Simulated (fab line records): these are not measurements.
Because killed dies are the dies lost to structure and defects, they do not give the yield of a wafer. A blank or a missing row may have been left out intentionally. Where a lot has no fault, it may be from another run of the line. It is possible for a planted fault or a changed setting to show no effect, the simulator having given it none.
fab line records	flow n5_finfet
record: lots: 7	wafers: 18	last_day: 16
route steps=1938 shown BEOL_M0_SAQP@642 BEOL_M4@1111 PASSIVATION@1936
lots that met no fault: taken from a fault-free run of the same line
start_h: hours from the record's first day to the start of the lot's first wafer shown	wait_h: how many hours have passed since the lot's step before this one	" identical to the entry in the row above	L1.1+2: one row covering several wafers at once	- no value, or no start given	* or withheld: withheld	< > ~ a bound
route shown NAME@n: names a module that has steps shown in the file, with the first one's number in the route	usual: mean and standard deviation over wafers with no fault	same: alike in all rows	chamber/n: place in a boat	sites: each site's reading	_std_site: their standard deviation	_edge_site: mean of outer sites minus mean of inner sites	radius_mm: how far each site lies from the wafer's centre	mask NAME#n: copy n	behind: the most recent tool/chamber to have shaped the wafer	hold: why the lot was held/for how many hours/how that ended	device: the transistor (n, p or np) that didn't switch	end of line: tests of these same wafers at the route's end	a step with no rows: only its recipe	killed: at the first sort, the dies lost to defects and structure; wafer yield is something else	map: dies across one wafer; x = killed, . = not, _ = none there
set.NAME: the setting the step ran with; set.NAME@STEP: the setting that earlier step ran with	model.NAME: the simulator's own value behind a step, which no gauge read
lots at selected steps of the route; one table per step, one row per wafer
services: when a tool's chamber went out of use (start_h, in hours from the record's first day, below 0 if earlier), for how many hours, and the reason
== steps ==
step: N5_BEOL_M0_SAQP_COAT_82
recipe: resist: SiARC	temp_c: 220	time_s: 60	spin_rpm: 1500	resist_thk_nm: 30
step: N5_BEOL_M0_SAQP_COAT_08
recipe: resist: CAR-ArF	spin_rpm: 1500	resist_thk_nm: 90
step: N5_BEOL_M0_SAQP_EBR_10
recipe: solvent: PGMEA	ebr_width_mm: 1.5
step: N5_BEOL_M0_SAQP_SOFTBAKE_09
recipe: temp_c: 110	time_s: 60	resist: CAR-ArF
step: N5_BEOL_M0_SAQP_EXPOSE_11
recipe: mask_id: M0_CORE	na: 1.35	source_shape: dipole	sigma_inner: 0.538	sigma_outer: 0.738	polarization: te	target_cd_nm: 42	dose_mj: 55
step: N5_BEOL_M0_SAQP_PEB_12
recipe: peb_temp_c: withheld	peb_time_s: 60	resist: CAR-ArF
step: N5_BEOL_M0_SAQP_DEVELOP_13
recipe: develop_time_s: 30	developer: TMAH	resist: CAR-ArF	dev_temp_c: 23	rinse_liquid: diw	dry: air_spin
step: N5_BEOL_M0_SAQP_CD_MEAS_14
recipe: target_cd_nm: 42.5	landing_energy_ev: 500	detector: se_inlens
usual: cd_nm: 42.4/0.38
lot.wafer	tool	chamber	start_h	wait_h	cd_nm
L489.1	cd_sem-03	0	130.50	-	42.1
L489.2	"	0	"	"	42.1
L489.6	"	0	"	"	42.2
L498.1	cd_sem-02	0	164.34	-	42.7
L498.3	"	0	"	"	42.7
L500.2	cd_sem-01	0	179.11	-	41.8
L500.3	"	0	"	"	42.5
L501.2	cd_sem-03	0	183.79	-	42.3
L501.3	"	0	"	"	42.5
L503.2	cd_sem-02	0	191.57	-	41.5
L503.5	"	0	"	"	42.3
L503.6	"	0	"	"	41.8
L504.1	cd_sem-01	0	196.54	-	42.3
L504.2	"	0	"	"	42.6
L504.3	"	0	"	"	42.8
L506.2	cd_sem-03	0	210.27	-	42.9
L506.4	"	0	"	"	42.6
L506.5	"	0	"	"	42.9
step: N5_BEOL_M0_SAQP_OVL_MEAS_15
recipe: points_per_wafer: 44
usual: M0_CORE_OVL: 0.2/0.8
lot.wafer	tool	chamber	start_h	wait_h	M0_CORE_OVL[nm]
L489.1	overlay-01	0	130.53	0.0	-0.3
L489.2	"	0	"	"	0.8
L489.6	"	0	"	"	-0.2
L498.1	overlay-01	0	164.37	0.0	1.0
L498.3	"	0	"	"	-0.4
L500.2	overlay-02	0	179.14	0.0	0.8
L500.3	"	0	"	"	1.3
L501.2	overlay-01	0	183.82	0.0	1.2
L501.3	"	0	"	"	1.2
L503.2	overlay-02	0	191.60	0.0	0.3
L503.5	"	0	"	"	-0.4
L503.6	"	0	"	"	-0.5
L504.1	overlay-01	0	196.57	0.0	-1.0
L504.2	"	0	"	"	0.7
L504.3	"	0	"	"	-0.3
L506.2	overlay-01	0	210.30	0.0	0.6
L506.4	"	0	"	"	0.2
L506.5	"	0	"	"	0.0
step: N5_BEOL_M0_SAQP_INSPECT_16
recipe: mode: adi	inspect_instrument: brightfield
usual: raw_defect_count: 527/140
lot.wafer	tool	chamber	start_h	wait_h	raw_defect_count
L489.1	defect_inspect-01	-	130.56	0.0	472
L489.2	"	-	"	"	384
L489.6	"	-	"	"	392
L498.1	defect_inspect-01	-	164.40	0.0	404
L498.3	"	-	"	"	647
L500.2	defect_inspect-01	-	179.16	0.0	406
L500.3	"	-	"	"	311
L501.2	defect_inspect-02	-	183.84	0.0	586
L501.3	"	-	"	"	627
L503.2	defect_inspect-02	-	191.63	0.0	516
L503.5	"	-	"	"	360
L503.6	"	-	"	"	418
L504.1	defect_inspect-02	-	196.59	0.0	875
L504.2	"	-	"	"	746
L504.3	"	-	"	"	777
L506.2	defect_inspect-02	-	210.32	0.0	501
L506.4	"	-	"	"	348
L506.5	"	-	"	"	324
step: N5_BEOL_M0_SAQP_DESCUM_19
recipe: chemistry: O2	time_s: 7.9	source_power_w: 50	bias_power_w: 20	pressure_mtorr: 20	rf_frequency_hz: 2.712e+07	temp_c: 40	resist: CAR-ArF	o2_flow_sccm: 225
usual: chamber_pressure_mTorr: 20.001/0.018	drypump_motor_current_A: 5.7/0.42	oes_product_au: 0.79/0.085	rf_vpp_V: 242.9/1.5	showerhead_plenum_p_Torr: 2.08/0.078	throttle_valve_pct: 20.45/0.25
lot.wafer	tool	chamber	start_h	wait_h	chamber_pressure_mTorr	drypump_motor_current_A	oes_product_au	rf_hours_counter_h	rf_vpp_V	showerhead_plenum_p_Torr	throttle_valve_pct
L489.1	rie_diel-02	2	130.68	0.1	20.041	5.7	0.69	208	242.4	2.06	20.19
L489.2	"	1	"	"	20.002	5.2	0.94	10	241.2	2.06	20.05
L489.6	"	3	"	"	19.991	5.5	0.74	-	242.6	2.10	20.49
L498.1	rie_diel-02	0	164.43	0.0	19.995	5.0	0.79	142	240.5	1.93	20.55
L498.3	"	2	"	"	19.995	5.8	0.69	220	242.4	2.05	20.21
L500.2	rie_diel-02	1	179.26	0.1	20.004	5.2	0.90	25	242.5	2.05	20.05
L500.3	"	0	"	"	19.988	5.0	0.78	147	241.0	1.93	20.56
L501.2	rie_diel-02	0	184.12	0.3	20.013	5.0	0.79	148	240.8	1.93	20.54
L501.3	"	1	"	"	20.004	5.2	0.91	26	241.6	2.05	20.06
L503.2	rie_diel-03	0	191.66	0.0	20.027	5.4	0.72	189	242.6	2.10	21.00
L503.5	"	2	"	"	19.997	5.7	0.84	-	244.3	2.12	20.39
L503.6	"	3	"	"	19.990	6.3	0.80	-	246.4	2.19	20.46
L504.1	rie_diel-03	1	196.62	0.0	19.998	5.8	0.95	7	244.1	2.14	20.25
L504.2	"	0	"	"	19.984	5.4	0.72	191	243.2	2.10	21.00
L504.3	"	2	"	"	20.001	5.7	0.84	63	244.1	2.12	20.41
L506.2	rie_diel-04	2	210.67	0.4	20.002	5.5	0.96	8	244.1	2.17	20.48
L506.4	"	1	"	"	20.023	6.2	0.78	109	243.5	2.09	20.22
L506.5	"	2	"	"	20.003	5.5	0.95	-	243.2	2.17	20.46
step: N5_BEOL_M0_SAQP_ETCH_83
recipe: chemistry: CF4	target: SiARC	target_depth_a: 390	mask_material: CAR-ArF	time_s: 65	ion_energy_ev: 80	pressure_mtorr: 40	source_w: 545	bias_w: 36	Ar_flow_sccm: 100	cf4_flow_sccm: 100	ends: cleared
usual: chamber_pressure_mTorr: 40.00/0.036	drypump_motor_current_A: 5.7/0.41	etch_rf_on_time_s: 64.8/1.3	oes_product_au: 0.68/0.071	rf_vpp_V: 183.9/1.2	showerhead_plenum_p_Torr: 2.13/0.074	throttle_valve_pct: 15.64/0.23
lot.wafer	tool	chamber	start_h	wait_h	chamber_pressure_mTorr	drypump_motor_current_A	etch_rf_on_time_s	oes_product_au	rf_hours_counter_h	rf_vpp_V	showerhead_plenum_p_Torr	throttle_valve_pct
L489.1	rie_diel-02	2	130.72	0.0	40.00	5.7	65.5	0.59	208	184.2	2.13	15.57
L489.2	"	1	"	"	39.99	5.2	64.5	0.80	10	185.3	2.10	15.13
L489.6	"	3	"	"	39.98	5.5	65.8	0.63	-	184.5	2.14	15.63
L498.1	rie_diel-02	0	164.47	0.0	40.12	5.0	64.6	0.67	142	182.6	1.99	15.72
L498.3	"	2	"	"	40.02	5.8	64.5	0.59	220	183.1	2.12	15.60
L500.2	rie_diel-02	1	179.30	0.0	40.05	5.2	63.3	0.77	25	182.5	2.09	15.20
L500.3	"	0	"	"	40.03	5.0	63.9	0.67	147	182.1	1.98	15.72
L501.2	rie_diel-02	0	184.15	0.0	40.01	5.0	64.8	0.66	148	182.2	1.98	15.74
L501.3	"	1	"	"	40.00	5.2	63.6	0.76	26	183.1	2.09	15.19
L503.2	rie_diel-03	0	191.70	0.0	39.99	5.4	65.9	0.61	189	185.1	2.14	16.08
L503.5	"	2	"	"	39.98	5.7	65.7	0.71	-	184.0	2.16	15.57
L503.6	"	3	"	"	39.96	6.3	66.0	0.69	-	183.9	2.25	15.70
L504.1	rie_diel-03	1	196.66	0.0	40.02	5.8	63.1	0.82	7	184.7	2.19	15.39
L504.2	"	0	"	"	40.00	5.4	65.8	0.61	191	183.5	2.14	16.07
L504.3	"	2	"	"	40.01	5.7	65.3	0.72	63	184.3	2.16	15.56
L506.2	rie_diel-04	2	210.71	0.0	40.00	5.5	66.2	0.80	8	185.4	2.20	15.47
L506.4	"	1	"	"	40.00	6.2	62.6	0.69	109	185.5	2.16	15.56
L506.5	"	2	"	"	39.95	5.5	65.3	0.81	-	183.8	2.20	15.45
step: N5_BEOL_M0_SAQP_ETCH_84
recipe: chemistry: N2/H2	target: SOC	target_depth_a: 1000	overetch_a: 200	mask_material: SiARC	temp_c: 40	time_s: 150	ion_energy_ev: 200	pressure_mtorr: 30	source_w: 840	bias_w: 150	n2_flow_sccm: 200	h2_flow_sccm: 200
usual: chamber_pressure_mTorr: 30.003/0.028	drypump_motor_current_A: 5.7/0.42	oes_product_au: 0.71/0.068	rf_vpp_V: 523.4/2.7	showerhead_plenum_p_Torr: 2.53/0.091	throttle_valve_pct: 17.85/0.2
lot.wafer	tool	chamber	start_h	wait_h	chamber_pressure_mTorr	drypump_motor_current_A	oes_product_au	rf_hours_counter_h	rf_vpp_V	showerhead_plenum_p_Torr	throttle_valve_pct	model.SiARC_of_BEOL_M0_SAQP_COAT_82.thk_nm
L489.1	rie_diel-02	2	130.77	0.0	30.027	5.8	0.62	208	523.9	2.53	17.81	24.2
L489.2	"	1	"	"	29.967	5.2	0.82	10	523.8	2.50	17.50	24.2
L489.6	"	3	"	"	29.953	5.4	0.67	-	524.4	2.54	17.76	24.2
L498.1	rie_diel-02	0	164.52	0.0	30.023	5.0	0.71	142	519.5	2.36	17.99	21.8
L498.3	"	2	"	"	30.026	5.8	0.62	220	524.5	2.52	17.85	24.2
L500.2	rie_diel-02	1	179.35	0.0	29.981	5.2	0.79	25	523.6	2.49	17.55	21.8
L500.3	"	0	"	"	29.985	5.0	0.70	147	517.2	2.36	17.99	24.2
L501.2	rie_diel-02	0	184.20	0.0	29.956	5.0	0.69	148	517.8	2.36	18.01	22
L501.3	"	1	"	"	29.984	5.2	0.79	26	521.0	2.49	17.53	24.2
L503.2	rie_diel-03	0	191.75	0.0	30.008	5.4	0.64	189	523.6	2.53	18.28	24.4
L503.5	"	2	"	"	29.955	5.7	0.75	-	525.0	2.58	17.80	24.4
L503.6	"	3	"	"	29.976	6.3	0.73	-	528.6	2.67	17.78	24.4
L504.1	rie_diel-03	1	196.71	0.0	29.933	5.8	0.84	7	524.8	2.62	17.78	24.4
L504.2	"	0	"	"	29.976	5.4	0.64	191	523.7	2.53	18.29	24.4
L504.3	"	2	"	"	30.019	5.7	0.75	63	523.7	2.58	17.80	24.6
L506.2	rie_diel-04	2	210.76	0.0	29.971	5.5	0.84	8	525.4	2.59	17.61	24.6
L506.4	"	1	"	"	29.975	6.2	0.70	110	524.2	2.57	17.80	24.4
L506.5	"	2	"	"	29.996	5.5	0.84	-	526.2	2.59	17.61	24.6
step: N5_BEOL_M0_SAQP_STRIP_80
recipe: chemistry: N2/H2	temp_c: 40	n2_flow_sccm: 200	h2_flow_sccm: 200	rf_frequency_hz: 6e+07
step: N5_BEOL_M0_SAQP_HM_OPEN_112
recipe: chemistry: CHF3/O2	target: SiO2	stop_on: a-Si	target_depth_a: 120	over_etch_frac: 1.25	mask_material: SOC	time_s: 13.5	pressure_mtorr: 30	source_w: 650	bias_w: 170	Ar_flow_sccm: 200	CHF3_flow_sccm: 50	O2_flow_sccm: 5	ion_energy_ev: 200	ends: end_point
usual: chamber_pressure_mTorr: 29.999/0.026	drypump_motor_current_A: 5.7/0.42	oes_product_au: 0.52/0.051	rf_vpp_V: 521/10	showerhead_plenum_p_Torr: 2.40/0.085	throttle_valve_pct: 18.86/0.2
lot.wafer	tool	chamber	start_h	wait_h	chamber_pressure_mTorr	drypump_motor_current_A	oes_product_au	rf_hours_counter_h	rf_vpp_V	showerhead_plenum_p_Torr	throttle_valve_pct	model.SiARC_of_BEOL_M0_SAQP_COAT_82.thk_nm
L489.1	rie_diel-02	2	130.88	0.0	29.986	5.7	0.46	208	531	2.39	18.76	4.8
L489.2	"	1	"	"	29.966	5.2	0.60	10	516	2.37	18.43	5
L489.6	"	3	"	"	29.982	5.4	0.49	-	540	2.41	18.81	4.6
L498.1	rie_diel-02	0	164.62	0.0	30.010	5.0	0.52	142	510	2.23	18.93	2.8
L498.3	"	2	"	"	30.020	5.7	0.45	220	531	2.39	18.76	4.8
L500.2	rie_diel-02	1	179.46	0.0	30.013	5.2	0.58	25	516	2.36	18.46	2.4
L500.3	"	0	"	"	29.993	5.0	0.51	147	512	2.23	18.93	5.2
L501.2	rie_diel-02	0	184.31	0.0	29.998	5.0	0.50	148	511	2.23	18.95	2.8
L501.3	"	1	"	"	30.016	5.2	0.57	26	517	2.36	18.46	4.8
L503.2	rie_diel-03	0	191.85	0.0	30.058	5.4	0.48	189	523	2.40	19.26	5
L503.5	"	2	"	"	30.007	5.7	0.55	-	516	2.43	18.80	5.2
L503.6	"	3	"	"	30.026	6.3	0.54	-	511	2.54	18.97	5.4
L504.1	rie_diel-03	1	196.82	0.0	30.039	5.8	0.62	7	505	2.47	18.71	4.8
L504.2	"	0	"	"	29.944	5.4	0.47	191	523	2.40	19.26	5.4
L504.3	"	2	"	"	29.986	5.7	0.55	63	517	2.43	18.78	5.2
L506.2	rie_diel-04	2	210.86	0.0	29.991	5.5	0.62	8	515	2.46	18.67	5.4
L506.4	"	1	"	"	29.968	6.2	0.51	110	513	2.42	18.75	4.8
L506.5	"	2	"	"	29.985	5.5	0.62	-	515	2.46	18.68	5.4
step: N5_BEOL_M0_SAQP_STRIP_113
recipe: chemistry: CHF3/O2	resist: SiARC	rf_frequency_hz: 6e+07
step: N5_BEOL_M4_RC_MEAS_101
usual: DIBL_N: 36.0/1.7	DIBL_P: 36.2/2.3	IOFF_N: 0.16/0.03	IOFF_P: 0.21/0.036	ION_N: 679/11	ION_P: 465/7.1	SS_N: 71.4/0.58	SS_P: 73.3/0.75	VT_N: 249/3.1	VT_P: -251/3.5
lot.wafer	tool	chamber	start_h	wait_h	DIBL_N[mV/V]	DIBL_P[mV/V]	IOFF_N[nA/um]	IOFF_P[nA/um]	ION_N[uA/um]	ION_P[uA/um]	SS_N[mV/dec]	SS_P[mV/dec]	VT_N[mV]	VT_P[mV]
L489.1	prober-02	0	190.71	0.0	39.3	38.5	0.20	0.27	696	472	72.0	74.8	246	-246
L489.2	"	0	"	"	37.4	37.0	0.17	0.25	673	467	71.2	73.1	249	-246
L489.6	"	0	"	"	35.4	34.0	0.14	0.20	670	457	72.0	73.1	250	-250
L498.1	prober-01	0	230.08	0.0	33.1	33.0	0.10	0.15	653	456	70.4	72.3	257	-254
L498.3	"	0	"	"	37.3	38.6	0.17	0.24	679	468	71.8	74.1	250	-249
L500.2	prober-01	0	250.87	0.2	34.0	34.2	0.14	0.19	671	466	70.7	72.8	249	-251
L500.3	"	0	"	"	35.5	36.3	0.17	0.23	691	473	72.0	73.1	246	-251
L501.2	prober-01	0	251.80	0.4	36.0	36.0	0.14	0.23	669	470	71.0	73.3	253	-246
L501.3	"	0	"	"	37.7	37.5	0.17	0.26	682	476	71.8	73.5	247	-248
L504.1	prober-01	0	258.97	0.0	36.3	36.8	0.20	0.22	693	464	72.3	73.8	247	-249
L504.2	"	0	"	"	34.4	34.5	0.15	0.18	678	460	71.3	73.8	251	-251
L504.3	"	0	"	"	35.4	35.7	0.17	0.21	691	465	71.9	73.7	249	-249
L503.2	prober-02	0	260.48	0.2	34.8	35.1	0.14	0.19	664	461	71.6	72.5	251	-250
L503.5	"	0	"	"	35.2	35.0	0.14	0.19	668	455	70.7	72.5	252	-250
L503.6	"	0	"	"	36.6	36.4	0.16	0.21	669	458	71.6	73.1	250	-250
L506.2	prober-01	0	267.49	0.2	34.7	34.5	0.12	0.16	674	467	71.0	72.0	251	-256
L506.4	"	0	"	"	34.9	33.8	0.12	0.15	669	459	70.6	72.0	253	-256
L506.5	"	0	"	"	35.7	34.8	0.12	0.16	670	453	71.0	73.3	253	-257
step: N5_PASSIVATION_PROBE_49
usual: defect_limited_yield: 91.3/1.5	killed_at_M0_to_M3: 31/11	killed_at_M4_up: 14/5.1	killed_at_contacts: 12/5.6	killed_at_front_end: 42/12	killed_at_other: 3.8/2.9	killed_dies: 103/18	killed_open: 67/14	killed_short: 33/8	sort_bin_5_function: 5.1/1	sort_bin_6_memory: 3.2/0.75	sort_n_pass: 1077/18	sort_yield_pct: 91.3/1.5
same: gross_dies: 1180	killed_at_back_side: 0	sort_bin_4_leakage[%]: 0	sort_bin_8_speed[%]: 0
lot.wafer	tool	chamber	start_h	wait_h	defect_limited_yield[%]	killed_at_M0_to_M3	killed_at_M4_up	killed_at_contacts	killed_at_front_end	killed_at_other	killed_dies	killed_open	killed_short	sort_bin_5_function[%]	sort_bin_6_memory[%]	sort_n_pass	sort_yield_pct[%]
L498.1	prober-02	-	349.71	2.4	91.4	27	13	11	46	4	101	69	28	4.9	3.4	1079	91.4
L498.3	prober-02	-	349.81	2.5	91.6	26	19	11	41	2	99	62	36	5.6	2.5	1081	91.6
L501.2	prober-01	-	364.30	0.1	92.7	15	17	14	39	1	86	49	33	4.4	2.3	1094	92.7
L501.3	prober-01	-	364.35	0.1	90.6	21	14	18	58	0	111	81	26	6.1	2.9	1069	90.6
L500.3	prober-01	-	364.74	0.1	92.9	21	5	9	44	5	84	50	21	4.1	2.0	1096	92.9
L504.1	prober-01	-	368.34	0.0	91.2	40	9	10	35	10	104	64	40	6.1	2.1	1076	91.2
L504.2	prober-01	-	368.39	0.1	89.6	36	17	19	38	13	123	78	45	6.4	3.6	1057	89.6
L504.3	prober-01	-	368.44	0.1	90.9	33	12	13	49	0	107	80	27	5.6	3.4	1073	90.9
L506.2	prober-02	-	380.48	0.1	91.0	27	24	9	43	3	106	71	27	5.2	2.9	1074	91.0
L506.4	prober-02	-	380.58	0.2	93.7	23	9	5	36	1	74	45	24	3.3	2.5	1106	93.7
L506.5	prober-02	-	380.63	0.2	92.2	27	12	15	36	2	92	61	28	4.8	2.9	1088	92.2
killed by level:class
L498.1 FIN_SAQP:geometric_particle:open=13 MOL_CONTACT_COAG:geometric_particle:open=10 FIN_SAQP:geometric_particle:short=9 BEOL_M2:geometric_particle:open=7 BEOL_M3:geometric_particle:open=6 GATE_CUT:geometric_particle:short=5 BEOL_M3:geometric_particle:short=4 STI_FIN_REVEAL:geometric_particle:open=3
L498.3 FIN_SAQP:geometric_particle:open=13 FIN_SAQP:geometric_particle:short=11 MOL_CONTACT_COAG:geometric_particle:open=10 BEOL_M0_SAQP:geometric_particle:short=10 BEOL_M5:geometric_particle:open=6 BEOL_M4:geometric_particle:short=5 STI_FIN_REVEAL:geometric_particle:open=4 BEOL_M0_SAQP:geometric_particle:open=4
L501.2 MOL_CONTACT_COAG:geometric_particle:open=11 FIN_SAQP:geometric_particle:short=7 FIN_SAQP:geometric_particle:open=6 GATE_CUT:geometric_particle:open=5 GATE_CUT:geometric_particle:short=5 BEOL_M4:geometric_particle:short=5 STI_FIN_REVEAL:geometric_particle:open=4 BEOL_M1:geometric_particle:open=4
L501.3 MOL_CONTACT_COAG:geometric_particle:open=17 STI_FIN_REVEAL:geometric_particle:open=16 FIN_SAQP:geometric_particle:open=11 FIN_SAQP:geometric_particle:short=6 BEOL_M0_SAQP:geometric_particle:open=6 GATE_CUT:geometric_particle:short=5 STARTING-WAFER:geometric_particle:open=5 BEOL_M1:geometric_particle:open=4
L500.3 BEOL_M3:geometric_particle:open=11 HKMG_FIN:area_etch=11 STARTING-WAFER:geometric_particle:open=6 FIN_SAQP:geometric_particle:short=6 STI_FIN_REVEAL:geometric_particle:open=5 MOL_CONTACT_COAG:geometric_particle:open=5 DUMMY_GATE:geometric_particle:short=4 DUMMY_GATE:geometric_particle:open=4
L504.1 BEOL_M0_SAQP:geometric_particle:open=10 BEOL_M0_SAQP:geometric_particle:short=9 STI_FIN_REVEAL:geometric_particle:open=8 FIN_SAQP:geometric_particle:short=7 BEOL_M2:geometric_particle:open=7 BEOL_M1:geometric_particle:open=6 MOL_CONTACT_COAG:geometric_particle:short=5 MOL_CONTACT_COAG:geometric_particle:open=5
L504.2 BEOL_M1:geometric_particle:open=12 MOL_CONTACT_COAG:geometric_particle:open=11 STI_FIN_REVEAL:geometric_particle:open=10 BEOL_M4:geometric_particle:open=10 MOL_CONTACT_COAG:geometric_particle:short=8 BEOL_M0_SAQP:geometric_particle:short=8 BEOL_M2:geometric_particle:open=7 MIM_TOP_ETCH:geometric_particle:open=6
L504.3 STI_FIN_REVEAL:geometric_particle:open=29 MOL_CONTACT_COAG:geometric_particle:open=13 BEOL_M1:geometric_particle:open=13 STI_FIN_REVEAL:geometric_particle:short=8 BEOL_M0_SAQP:geometric_particle:short=7 BEOL_M4:geometric_particle:open=5 FIN_SAQP:geometric_particle:open=3 BEOL_M0_SAQP:geometric_particle:open=3
L506.2 BEOL_M4:geometric_particle:open=10 FIN_SAQP:geometric_particle:open=7 MOL_CONTACT_COAG:geometric_particle:open=7 GATE_CUT:geometric_particle:short=6 BEOL_M5:geometric_particle:open=6 HKMG_FIN:area_etch=6 GATE_CUT:geometric_particle:open=5 BEOL_M0_SAQP:geometric_particle:short=5
L506.4 DUMMY_GATE:geometric_particle:open=9 FIN_SAQP:geometric_particle:open=6 FIN_SAQP:geometric_particle:short=5 HKMG_FIN:area_etch=5 GATE_CUT:geometric_particle:short=4 MOL_CONTACT_COAG:geometric_particle:open=4 BEOL_M1:geometric_particle:open=4 BEOL_M2:geometric_particle:open=4
L506.5 FIN_SAQP:geometric_particle:open=12 BEOL_M2:geometric_particle:open=10 MOL_CONTACT_COAG:geometric_particle:open=9 FIN_SAQP:geometric_particle:short=6 MOL_CONTACT_COAG:geometric_particle:short=6 BEOL_M1:geometric_particle:open=6 BEOL_M3:geometric_particle:open=5 BEOL_M4:geometric_particle:open=4
== services ==
tool	chamber	start_h	hours	kind
rie_diel-04	3	136.92	-	clean
rie_diel-04	3	136.92	-	consumable_replace:focus_ring
rie_diel-04	3	136.92	28.0	scheduled_down
rie_diel-04	3	136.92	28.0	vent_cycle
rie_diel-03	1	144.94	3.3	repair
rie_diel-03	1	148.25	-	clean
rie_diel-03	1	148.25	-	consumable_replace:esc
rie_diel-03	1	148.25	-	consumable_replace:focus_ring
rie_diel-03	1	148.25	23.6	scheduled_down
rie_diel-03	1	148.25	23.6	vent_cycle
rie_diel-04	2	165.08	-	clean
rie_diel-04	2	165.08	-	consumable_replace:focus_ring
rie_diel-04	2	165.08	20.6	scheduled_down
rie_diel-04	2	165.08	20.6	vent_cycle
rie_diel-02	-	197.02	0.7	repair
rie_diel-02	1	204.40	10.7	repair
== key ==
first_sign none at tools or gauges
model_effect: step: N5_BEOL_M0_SAQP_ETCH_84	value: SiARC_of_BEOL_M0_SAQP_COAT_82.thk_nm	without: 24.33	struck: 21.87
model_effect: step: N5_BEOL_M0_SAQP_HM_OPEN_112	value: SiARC_of_BEOL_M0_SAQP_COAT_82.thk_nm	without: 5.067	struck: 2.667
met_at N5_BEOL_M0_SAQP_ETCH_84
struck_wafers L498.1,L500.2,L501.2
baseline_loss: step: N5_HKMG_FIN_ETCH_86	wafers: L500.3
onset_between 130.77 164.52
fault: kind: process_parameter_drift	tool: rie_diel-02	chamber: -	onset_h: 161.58	steps: N5_BEOL_M0_SAQP_ETCH_84	channel: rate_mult	offset: 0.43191	shape: step	end_h: 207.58	scope: struck_wafers_only
baseline_loss: these wafers lose ten dies or more at that step, a loss of the line's own and not of a fault; the sort's usual values leave them out
